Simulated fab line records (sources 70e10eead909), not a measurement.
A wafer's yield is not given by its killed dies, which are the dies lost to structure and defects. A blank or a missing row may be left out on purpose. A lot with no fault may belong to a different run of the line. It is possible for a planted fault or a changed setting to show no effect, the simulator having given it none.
Which of the tools did it? | flow nand_harc | 13 lots with 37 wafers sampled at 5 steps, on a route of 1159 steps

== WHAT EACH GAUGE READ, for each wafer ==
NHARC_END_SORT_01. Usual: killed_at_array 27, standard deviation 11; killed_at_other 0.7, standard deviation 1.1; killed_at_periphery 3.4, standard deviation 2.1; killed_dies 31, standard deviation 12; killed_open 3.6, standard deviation 2; killed_short 2.0, standard deviation 1.3.
lot  | measured     | on        | killed_at_array | killed_at_other | killed_at_periphery | killed_dies | killed_open | killed_short | flag
L642 | day 22 04:35 | prober-01 | 670 36          | 0 0             | 7 5                 | 677 41      | 2 6         | 4 0          | OFF
L644 | day 23 06:13 | prober-01 | 672 670         | 1 2             | 4 5                 | 677 677     | 5 0         | 1 3          | OFF
L646 | day 24 03:04 | prober-01 | 50 668 672      | 3 1 0           | 7 8 5               | 60 677 677  | 3 7 3       | 2 1 0        | OFF

== WHAT TOOL EACH LOT RAN ON (gives the tool, then ch and the chambers of the sampled wafers, and finally the start) ==
lot  | NHARC_A_STAIRCASE_STRIP_175          | NHARC_A_STAIRCASE_TRIM_193                    | NHARC_A_STAIRCASE_ETCH_197         | NHARC_A_STAIRCASE_TRIM_200
L629 | plasma_asher-01 ch 0,1, day 10 23:11 | rie_diel-04 ch 0,2,3, day 11 02:01 or earlier | rie_diel-02 ch 0,1, day 11 02:01   | rie_diel-02 ch 0,2,3, no start
L630 | plasma_asher-01 ch 0,1, day 11 08:02 | rie_diel-04 ch 0,2, day 11 11:16 or earlier   | rie_diel-02 ch 0,1,2, day 11 11:16 | rie_diel-02 ch 1,2, no start
L634 | plasma_asher-01 ch 0,1, day 11 20:48 | rie_diel-04 ch 0,1,2, day 12 00:10 or earlier | rie_diel-04 ch 1,3, day 12 00:10   | rie_diel-04 ch 0,3, no start
L633 | plasma_asher-02 ch 0,1, day 11 21:48 | rie_diel-01 ch 0,1,2, day 12 01:16 or earlier | rie_diel-02 ch 0,1, day 12 01:16   | rie_diel-02 ch 1,2,3, no start
L636 | plasma_asher-01 ch 0,1, day 12 03:56 | rie_diel-02 ch 0,3, day 12 06:41 or earlier   | rie_diel-04 ch 0,3, day 12 06:41   | rie_diel-04 ch 0,1,3, no start
L637 | plasma_asher-02 ch 0,1, day 12 21:11 | rie_diel-02 ch 0,1,2, day 13 00:19 or earlier | rie_diel-02 ch 0,2,3, day 13 00:19 | rie_diel-02 ch 1,2,3, no start
L638 | plasma_asher-01 ch 1, day 12 21:29   | rie_diel-01 ch 0,3, day 13 00:20 or earlier   | rie_diel-01 ch 1,2, day 13 00:20   | rie_diel-01 ch 1,2, no start
L642 | plasma_asher-02 ch 0, day 14 06:28   | rie_diel-04 ch 1,2, day 14 09:35 or earlier   | rie_diel-04 ch 0,2, day 14 09:35   | rie_diel-04 ch 1,2, day 22 04:35 or earlier
L644 | plasma_asher-01 ch 0,1, day 14 14:16 | rie_diel-01 ch 1,2, day 14 17:08 or earlier   | rie_diel-04 ch 0,1, day 14 17:08   | rie_diel-04 ch 1,3, day 23 06:13 or earlier
L646 | plasma_asher-01 ch 0,1, day 15 00:19 | rie_diel-02 ch 0,1,3, day 15 03:07 or earlier | rie_diel-04 ch 0,1,2, day 15 03:07 | rie_diel-04 ch 0,1,2, day 24 03:04 or earlier
L649 | plasma_asher-01 ch 0,1, day 15 08:49 | rie_diel-04 ch 0,1,2, day 15 12:11 or earlier | rie_diel-01 ch 0,1,2, day 15 12:11 | rie_diel-01 ch 0,1,3, no start
L648 | plasma_asher-01 ch 1, day 15 12:15   | rie_diel-02 ch 0,1, day 15 15:05 or earlier   | rie_diel-02 ch 0,1, day 15 15:05   | rie_diel-02 ch 0,3, no start
L650 | plasma_asher-02 ch 0,1, day 16 02:16 | rie_diel-02 ch 0,2, day 16 05:18 or earlier   | rie_diel-02 ch 0,2, day 16 05:18   | rie_diel-02 ch 0,1, no start
- NHARC_A_STAIRCASE_STRIP_175: strips in O2.
- NHARC_A_STAIRCASE_TRIM_193: chemistry O2, time 211.2 s.
- NHARC_A_STAIRCASE_ETCH_197: etches the open film in C4F8/O2, target depth 100 nm, time 40.5 s.
- NHARC_A_STAIRCASE_TRIM_200: chemistry O2, time 211.2 s.

== AS READ BY THE TOOLS THEMSELVES (means over the sampled wafers that have a number; for cases with no such wafer, the mark the record gives instead) ==
NHARC_A_STAIRCASE_STRIP_175. Usual: drypump_motor_current_A 5.8 A, standard deviation 0.44; heater_power_w 303 W, standard deviation 26.
lot  | tool            | drypump_motor_current_A (A) | heater_power_w (W) | flag
L629 | plasma_asher-01 | 5.7                         | 282                |
L630 | plasma_asher-01 | 5.7                         | 279                |
L634 | plasma_asher-01 | 5.5                         | 284                |
L633 | plasma_asher-02 | 6.1                         | 330                |
L636 | plasma_asher-01 | 5.7                         | 279                |
L637 | plasma_asher-02 | 6.1                         | 333                |
L638 | plasma_asher-01 | 5.2                         | 292                |
L642 | plasma_asher-02 | 6.3                         | 338                |
L644 | plasma_asher-01 | 5.6                         | 282                |
L646 | plasma_asher-01 | 5.5                         | 285                |
L649 | plasma_asher-01 | 5.7                         | 276                |
L648 | plasma_asher-01 | 5.2                         | 294                |
L650 | plasma_asher-02 | 6.1                         | 330                |

NHARC_A_STAIRCASE_TRIM_193. Usual: drypump_motor_current_A 5.5 A, standard deviation 0.39; oes_product_au 1.004 a.u., standard deviation 0.0093; rf_vpp_V 57.9 V, standard deviation 0.87; showerhead_plenum_p_Torr 3.49 Torr, standard deviation 0.11; throttle_valve_pct 17.037 %, standard deviation 0.0087.
lot  | tool        | drypump_motor_current_A (A) | oes_product_au (a.u.) | rf_vpp_V (V) | showerhead_plenum_p_Torr (Torr) | throttle_valve_pct (%) | flag
L629 | rie_diel-04 | 5.6                         | 0.994                 | 57.1         | 3.47                            | 17.032                 |
L630 | rie_diel-04 | 5.7                         | 0.995                 | 58.4         | 3.52                            | 17.039                 |
L634 | rie_diel-04 | 5.5                         | 0.999                 | 57.2         | 3.52                            | 17.047                 |
L633 | rie_diel-01 | 5.6                         | 1.013                 | 58.0         | 3.34                            | 17.033                 |
L636 | rie_diel-02 | 5.8                         | 1.011                 | 57.9         | 3.50                            | 17.034                 |
L637 | rie_diel-02 | 5.6                         | 1.007                 | 57.7         | 3.45                            | 17.037                 |
L638 | rie_diel-01 | 5.6                         | 1.009                 | 57.9         | 3.48                            | 17.041                 |
L642 | rie_diel-04 | 5.3                         | 1.007                 | 58.3         | 3.50                            | 17.042                 |
L644 | rie_diel-01 | 5.5                         | 0.997                 | 58.2         | 3.62                            | 17.040                 |
L646 | rie_diel-02 | 5.6                         | 1.009                 | 58.1         | 3.52                            | 17.039                 |
L649 | rie_diel-04 | 5.5                         | 1.006                 | 58.7         | 3.50                            | 17.037                 |
L648 | rie_diel-02 | 5.7                         | 1.016                 | 57.3         | 3.54                            | 17.041                 |
L650 | rie_diel-02 | 5.5                         | 1.005                 | 58.0         | 3.69                            | 17.036                 |

NHARC_A_STAIRCASE_ETCH_197. Usual: oes_product_au 0.950 a.u., standard deviation 0.019; rf_fwd_power_W 592.6 W, standard deviation 2; rf_vpp_V 894 V, standard deviation 4.7; run_length_s 61.7 s, standard deviation 0.55.
lot  | tool        | oes_product_au (a.u.) | rf_fwd_power_W (W) | rf_vpp_V (V) | run_length_s (s) | flag
L629 | rie_diel-02 | 0.987                 | 591.3              | 897          | 61.3             |
L630 | rie_diel-02 | 0.981                 | 592.1              | 893          | 62.0             |
L634 | rie_diel-04 | 0.941                 | 594.2              | 892          | 61.4             |
L633 | rie_diel-02 | 0.989                 | 592.6              | 896          | 61.3             |
L636 | rie_diel-04 | 0.933                 | 592.3              | 892          | 61.3             |
L637 | rie_diel-02 | 0.953                 | 590.6              | 892          | 61.9             |
L638 | rie_diel-01 | 0.961                 | 591.3              | 889          | 61.7             |
L642 | rie_diel-04 | 0.948                 | 592.1              | 896          | 55.5             | OFF
L644 | rie_diel-04 | 0.925                 | -                  | 895          | 48.1             | OFF
L646 | rie_diel-04 | 0.960                 | 592.4              | 896          | 53.2             | OFF
L649 | rie_diel-01 | 0.939                 | 592.4              | 895          | 61.6             |
L648 | rie_diel-02 | 0.960                 | 592.3              | 898          | 61.3             |
L650 | rie_diel-02 | 0.964                 | 592.7              | 898          | 61.9             |

NHARC_A_STAIRCASE_TRIM_200. Usual: drypump_motor_current_A 5.5 A, standard deviation 0.41; oes_product_au 1.005 a.u., standard deviation 0.01; rf_vpp_V 57.7 V, standard deviation 0.86; showerhead_plenum_p_Torr 3.47 Torr, standard deviation 0.13; throttle_valve_pct 17.036 %, standard deviation 0.0092.
lot  | tool        | drypump_motor_current_A (A) | oes_product_au (a.u.) | rf_vpp_V (V) | showerhead_plenum_p_Torr (Torr) | throttle_valve_pct (%) | flag
L629 | rie_diel-02 | 5.5                         | 1.005                 | 57.7         | 3.44                            | 17.042                 |
L630 | rie_diel-02 | 5.4                         | 1.007                 | 57.5         | 3.49                            | 17.031                 |
L634 | rie_diel-04 | 5.5                         | 0.994                 | 57.8         | 3.47                            | 17.038                 |
L633 | rie_diel-02 | 5.4                         | 1.015                 | 59.0         | 3.47                            | 17.038                 |
L636 | rie_diel-04 | 5.3                         | 0.994                 | 57.0         | 3.48                            | 17.035                 |
L637 | rie_diel-02 | 5.4                         | 1.010                 | 57.3         | 3.46                            | 17.036                 |
L638 | rie_diel-01 | 5.3                         | 1.010                 | 57.3         | 3.34                            | 17.028                 |
L642 | rie_diel-04 | 5.5                         | 1.006                 | 57.5         | 3.50                            | 17.044                 |
L644 | rie_diel-04 | 5.2                         | 1.005                 | 57.9         | 3.45                            | 17.030                 |
L646 | rie_diel-04 | 5.5                         | 1.005                 | 57.4         | 3.50                            | 17.036                 |
L649 | rie_diel-01 | 5.3                         | 0.995                 | 58.1         | 3.55                            | 17.040                 |
L648 | rie_diel-02 | 5.8                         | 1.023                 | 57.5         | 3.49                            | 17.029                 |
L650 | rie_diel-02 | 5.8                         | 1.019                 | 57.7         | 3.50                            | 17.038                 |

== THE ANSWER, worked out from the rows above alone ==
Rule: lot off if the mean of its wafers having a number is beyond 3 standard deviations from the usual mean. Also off: a lot with no number at a reading for which 4 or more lots have one. All remaining lots with rows at the step are treated as sound. The gauges are gone through in route order, then the tools' own readings, and for those a lot's mean is taken as printed above. At the first step where some lot is off, the reading lying furthest off is the one used; lots without a number count as furthest.
Off: L642, L644, L646, at NHARC_END_SORT_01 (killed_at_array). Neither off nor sound, because the step has no rows for them: L629, L630, L634, L633, L636, L637, L638, L649, L648, L650.
If a tool, at a process step before that reading, ran all the lots that are off and no sound lot after the first of them, it fits. The gauges at NHARC_END_SORT_01 aren't tried: what is off there is off at NHARC_A_STAIRCASE_ETCH_197 too, on other tools, and a gauge's error can't cause that. NHARC_A_STAIRCASE_TRIM_193 gives no start for some lots, so the hours and the order of its lots are those of NHARC_A_STAIRCASE_ETCH_197. NHARC_A_STAIRCASE_TRIM_200 gives no start for some lots, so the hours and the order of its lots are those of NHARC_END_SORT_01. One fits: rie_diel-04 at NHARC_A_STAIRCASE_ETCH_197 and NHARC_A_STAIRCASE_TRIM_200. It ran no sound lot before its first lot that is off in this sample, so the start can't be narrowed down.

== WHAT THE SIMULATOR PUT IN ==
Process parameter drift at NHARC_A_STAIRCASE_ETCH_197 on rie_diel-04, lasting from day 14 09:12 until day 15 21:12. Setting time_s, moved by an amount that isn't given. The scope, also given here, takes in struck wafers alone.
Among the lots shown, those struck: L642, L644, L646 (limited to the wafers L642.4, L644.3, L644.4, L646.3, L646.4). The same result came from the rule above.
